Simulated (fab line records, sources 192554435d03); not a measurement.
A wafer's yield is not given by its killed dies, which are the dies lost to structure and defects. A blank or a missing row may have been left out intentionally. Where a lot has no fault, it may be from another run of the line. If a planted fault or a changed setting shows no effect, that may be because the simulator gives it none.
What tool caused it? + flow n5 finfet + 24 lots, 72 wafers sampled, at 4 steps of a route of 1938

## WHAT EACH GAUGE READ, for each wafer
N5_ZERO_LAYER_CD_MEAS_11 targets a cd of 2000 nm.
| lot  | measured    | on        | cd nm (nm)           |
|------|-------------|-----------|----------------------|
| L074 | day 1 12:38 | cd sem-01 | 1997.6 1997.4 1994.6 |
| L075 | day 1 18:38 | cd sem-02 | 2002.9 2001.9 2002.2 |
| L076 | day 2 00:49 | cd sem-02 | 2001.9 1999.1 2001.9 |
| L077 | day 2 06:41 | cd sem-03 | 1998.8 2000.5 2002.3 |
| L078 | day 2 12:40 | cd sem-01 | 2002.7 2003.4 2000.2 |
| L079 | day 2 18:39 | cd sem-01 | 2000.0 2003.0 2000.8 |
| L080 | day 3 00:47 | cd sem-01 | 2001.3 1998.9 1998.2 |
| L081 | day 3 06:46 | cd sem-01 | 2003.4 2001.1 2001.9 |
| L082 | day 3 12:46 | cd sem-01 | 1999.4 1999.0 1996.1 |
| L083 | day 3 18:46 | cd sem-02 | 2003.3 2000.3 2003.3 |
| L084 | day 4 00:40 | cd sem-01 | 2001.3 1999.9 1998.1 |
| L085 | day 4 06:38 | cd sem-01 | 1996.3 1996.6 1997.1 |
| L086 | day 4 12:46 | cd sem-02 | 1996.9 1996.1 1997.4 |
| L087 | day 4 18:38 | cd sem-01 | 1997.3 1998.3 1994.3 |
| L088 | day 5 00:38 | cd sem-02 | 1999.8 2005.0 2001.9 |
| L089 | day 5 06:46 | cd sem-02 | 2000.9 2001.6 2003.6 |
| L090 | day 5 12:46 | cd sem-03 | 1998.2 1999.7 2000.0 |
| L091 | day 5 18:46 | cd sem-03 | 2002.6 2000.3 2000.6 |
| L092 | day 6 00:46 | cd sem-02 | 1997.9 2000.4 1997.9 |
| L093 | day 6 06:38 | cd sem-02 | 2001.6 2000.1 2002.7 |
| L094 | day 6 12:39 | cd sem-01 | 2000.3 2002.8 2001.5 |
| L095 | day 6 18:38 | cd sem-02 | 1999.6 2001.5 1999.3 |
| L096 | day 7 00:38 | cd sem-01 | 2000.6 1998.0 2000.7 |
| L097 | day 7 06:46 | cd sem-01 | 2000.5 2002.3 2004.4 |

N5_WELL_APT_INSPECT_10: inspects for defects (macro).
| lot  | measured    | on                | raw defect count |
|------|-------------|-------------------|------------------|
| L074 | day 1 13:44 | defect inspect-02 | 2 1 1            |
| L075 | day 1 20:02 | defect inspect-01 | 0 2 3            |
| L076 | day 2 01:48 | defect inspect-02 | 2 3 1            |
| L077 | day 2 07:58 | defect inspect-01 | 2 1 3            |
| L078 | day 2 14:02 | defect inspect-02 | 4 2 0            |
| L079 | day 2 19:47 | defect inspect-01 | 7 3 0            |
| L080 | day 3 01:53 | defect inspect-01 | 1 1 6            |
| L081 | day 3 07:45 | defect inspect-02 | 0 6 2            |
| L082 | day 3 14:04 | defect inspect-02 | 4 4 4            |
| L083 | day 3 19:44 | defect inspect-02 | 2 1 0            |
| L084 | day 4 01:38 | defect inspect-01 | 2 5 3            |
| L085 | day 4 07:50 | defect inspect-01 | 2 2 3            |
| L086 | day 4 13:44 | defect inspect-01 | 1 2 3            |
| L087 | day 4 19:38 | defect inspect-01 | 4 1 3            |
| L088 | day 5 01:44 | defect inspect-01 | 2 0 4            |
| L089 | day 5 08:04 | defect inspect-01 | 5 1 4            |
| L090 | day 5 13:45 | defect inspect-02 | 5 1 1            |
| L091 | day 5 19:53 | defect inspect-02 | 4 0 2            |
| L092 | day 6 01:44 | defect inspect-02 | 1 1 1            |
| L093 | day 6 07:37 | defect inspect-01 | 2 4 2            |
| L094 | day 6 13:37 | defect inspect-01 | 3 2 0            |
| L095 | day 6 19:37 | defect inspect-01 | 4 1 3            |
| L096 | day 7 01:44 | defect inspect-02 | 3 1 4            |
| L097 | day 7 07:46 | defect inspect-01 | 1 1 3            |

N5_WELL_APT_INSPECT_27: inspects for defects (macro).
| lot  | measured    | on                | raw defect count |
|------|-------------|-------------------|------------------|
| L074 | day 1 15:08 | defect inspect-02 | 3 2 2            |
| L075 | day 1 21:16 | defect inspect-01 | 4 0 1            |
| L076 | day 2 02:55 | defect inspect-02 | 2 3 1            |
| L077 | day 2 09:13 | defect inspect-01 | 1 3 1            |
| L078 | day 2 15:20 | defect inspect-02 | 2 3 8            |
| L079 | day 2 20:55 | defect inspect-01 | 4 1 2            |
| L080 | day 3 03:01 | defect inspect-02 | 0 4 3            |
| L081 | day 3 09:10 | defect inspect-02 | 2 5 5            |
| L082 | day 3 15:20 | defect inspect-02 | 5 3 3            |
| L083 | day 3 20:58 | defect inspect-02 | 3 3 3            |
| L084 | day 4 02:45 | defect inspect-02 | 5 1 4            |
| L085 | day 4 09:06 | defect inspect-02 | 0 3 1            |
| L086 | day 4 15:11 | defect inspect-01 | 3 1 1            |
| L087 | day 4 20:54 | defect inspect-02 | 2 2 0            |
| L088 | day 5 02:52 | defect inspect-01 | 0 0 2            |
| L089 | day 5 09:13 | defect inspect-01 | 3 1 4            |
| L090 | day 5 15:00 | defect inspect-02 | 1 2 3            |
| L091 | day 5 21:26 | defect inspect-01 | 3 2 2            |
| L092 | day 6 02:59 | defect inspect-01 | 3 0 1            |
| L093 | day 6 08:44 | defect inspect-02 | 1 3 2            |
| L094 | day 6 14:44 | defect inspect-02 | 2 2 2            |
| L095 | day 6 20:47 | defect inspect-01 | 0 3 3            |
| L096 | day 7 03:00 | defect inspect-02 | 2 4 3            |
| L097 | day 7 10:14 | defect inspect-01 | 1 4 3            |

## EACH LOT AND THE TOOL THAT RAN IT (in order: tool; ch and the chambers of the sampled wafers; start)
| lot  | N5_ZERO_LAYER_DESCUM_16           |
|------|-----------------------------------|
| L074 | rie diel-03 ch 0,1,2, day 1 12:41 |
| L075 | rie diel-03 ch 0,1,2, day 1 19:06 |
| L076 | rie diel-03 ch 0,1, day 2 00:51   |
| L077 | rie diel-01 ch 2,3, day 2 07:02   |
| L078 | rie diel-03 ch 0,2, day 2 12:58   |
| L079 | rie diel-03 ch 1,3, day 2 18:44   |
| L080 | rie diel-03 ch 0,2,3, day 3 00:50 |
| L081 | rie diel-01 ch 0,3, day 3 06:48   |
| L082 | rie diel-02 ch 0,3, day 3 13:05   |
| L083 | rie diel-01 ch 0,2,3, day 3 18:49 |
| L084 | rie diel-02 ch 1,3, day 4 00:42   |
| L085 | rie diel-01 ch 0,3, day 4 06:41   |
| L086 | rie diel-01 ch 0,3, day 4 12:48   |
| L087 | rie diel-03 ch 0,1,3, day 4 18:41 |
| L088 | rie diel-02 ch 0,1, day 5 00:41   |
| L089 | rie diel-03 ch 0,2,3, day 5 06:58 |
| L090 | rie diel-01 ch 1,2,3, day 5 12:49 |
| L091 | rie diel-01 ch 2,3, day 5 18:48   |
| L092 | rie diel-02 ch 1,2,3, day 6 00:49 |
| L093 | rie diel-01 ch 0,1,3, day 6 06:41 |
| L094 | rie diel-03 ch 1,2, day 6 12:41   |
| L095 | rie diel-03 ch 1,2,3, day 6 18:41 |
| L096 | rie diel-01 ch 0,1, day 7 00:41   |
| L097 | rie diel-02 ch 0,2,3, day 7 06:48 |
- N5_ZERO_LAYER_DESCUM_16: chemistry O2, time 7.9 s.

## AS READ BY THE TOOLS THEMSELVES (means over the sampled wafers that have a number; for cases with no such wafer, the mark the record gives instead)
N5_ZERO_LAYER_DESCUM_16.
| lot  | tool        | drypump motor current A (A) | oes product au (a.u.) | rf vpp V (V) | showerhead plenum p Torr (Torr) | throttle valve pct (%) |
|------|-------------|-----------------------------|-----------------------|--------------|---------------------------------|------------------------|
| L074 | rie diel-03 | 5.6                         | 0.80                  | 244.0        | 2.14                            | 20.32                  |
| L075 | rie diel-03 | 5.6                         | 0.80                  | 243.9        | 2.14                            | 20.33                  |
| L076 | rie diel-03 | 5.3                         | 0.81                  | 244.5        | 2.13                            | 20.30                  |
| L077 | rie diel-01 | 5.5                         | 0.70                  | 243.2        | 2.11                            | 20.49                  |
| L078 | rie diel-03 | 5.5                         | 0.80                  | 242.4        | 2.11                            | 20.15                  |
| L079 | rie diel-03 | 6.2                         | 0.73                  | 244.7        | 2.16                            | 20.62                  |
| L080 | rie diel-03 | 5.8                         | 0.76                  | 243.3        | 2.12                            | 20.22                  |
| L081 | rie diel-01 | 5.7                         | 0.76                  | 243.2        | 2.09                            | 20.31                  |
| L082 | rie diel-02 | 6.0                         | 0.70                  | 242.2        | 2.02                            | 20.49                  |
| L083 | rie diel-01 | 5.9                         | 0.86                  | 244.0        | 2.11                            | 20.22                  |
| L084 | rie diel-02 | 5.9                         | 0.72                  | 241.8        | 2.00                            | 20.59                  |
| L085 | rie diel-01 | 5.8                         | 0.75                  | 242.4        | 2.09                            | 20.31                  |
| L086 | rie diel-01 | 6.0                         | 0.81                  | 243.7        | 2.10                            | 20.17                  |
| L087 | rie diel-03 | 5.9                         | 0.74                  | 244.2        | 2.14                            | 20.42                  |
| L088 | rie diel-02 | 5.5                         | 0.70                  | 243.1        | 2.03                            | 20.57                  |
| L089 | rie diel-03 | 5.8                         | 0.75                  | 243.5        | 2.12                            | 20.23                  |
| L090 | rie diel-01 | 5.6                         | 0.85                  | 244.4        | 2.15                            | 20.20                  |
| L091 | rie diel-01 | 5.5                         | 0.77                  | 243.6        | 2.10                            | 20.40                  |
| L092 | rie diel-02 | 5.9                         | 0.69                  | 241.4        | 2.01                            | 20.66                  |
| L093 | rie diel-01 | 5.9                         | 0.83                  | 243.9        | 2.14                            | 20.16                  |
| L094 | rie diel-03 | 5.9                         | 0.76                  | 243.6        | 2.12                            | 20.42                  |
| L095 | rie diel-03 | 6.1                         | 0.82                  | 244.3        | 2.13                            | 20.38                  |
| L096 | rie diel-01 | 6.0                         | 0.89                  | 244.5        | 2.19                            | 19.97                  |
| L097 | rie diel-02 | 6.1                         | 0.78                  | 242.3        | 2.03                            | 20.47                  |

## THE ANSWER, worked out from the rows above alone
Rule: the lots themselves supply what counts as usual. Put in order of their means at a reading, lots are off if they are a third of the lots or fewer, leave a main group of 4 or more, and stand apart from it by a gap of 3 or more times the standard deviation of the main group's means; of several such gaps the widest counts. A main group is skipped when, at the precision printed for the reading in the tables above, its means are all equal. A lot without any number at a reading at which 4 lots or more have one is off too. The other lots that the step has rows for count as sound. The gauges are gone through in route order, then the tools' own readings, and for those a lot's mean is taken as printed above. At the first step where some lot is off, the reading lying furthest off is the one used; lots without a number count as furthest.
Across all readings shown, no lot is off: no conclusion can be drawn from this.

## WHAT THE SIMULATOR PUT IN
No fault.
